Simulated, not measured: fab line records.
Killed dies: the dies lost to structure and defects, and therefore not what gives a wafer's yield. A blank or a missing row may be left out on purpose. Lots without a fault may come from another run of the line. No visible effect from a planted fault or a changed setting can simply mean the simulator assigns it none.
Chamber matching -- flow n5Finfet -- N5_BEOL_M1_PRE_CLEAN_60 on cvdCo-02 has 3 sister chambers
The step time 15 s. 6 wafers are shown with their chamber, then 6 later ones without.

## WAFERS, EACH WITH ITS CHAMBER
wafer,chamber,heaterPowerW (W),rfFwdPowerW (W)
L877.4,2,114,295.0
L878.1,2,119,296.3
L878.3,0,101,297.0
L878.5,1,88,295.8
L881.1,0,103,297.2
L881.3,1,90,295.4

## WAFERS MISSING THEIR CHAMBER
wafer,heaterPowerW (W),rfFwdPowerW (W)
L881.6,89,293.6
L891.1,105,296.1
L891.2,119,294.9
L891.6,119,296.0
L892.1,87,295.2
L892.3,120,296.3

## CHAMBER TAKEN BY EACH
wafer,from the rows above,in truth
L881.6,1,1
L891.1,0,0
L891.2,2,2
L891.6,2,2
L892.1,1,1
L892.3,2,2
6 of 6 placed correctly. Left unplaced by these rows: 0. 0 placed wrongly.
How it was worked out, from the rows above alone: a wafer's distance from a chamber is the root of the sum, over the readings, of the square of ((its reading less the chamber's mean) divided by the reading's scatter). If the next closest chamber is less than 2 further off than the closest, the wafer can't be placed; otherwise it belongs to the closest. For every chamber, the mean is computed from those of its wafers that are shown. The scatter: take each reading less its chamber's mean, square it, sum over the shown wafers, divide by the number of wafers less the number of chambers, and take the root.
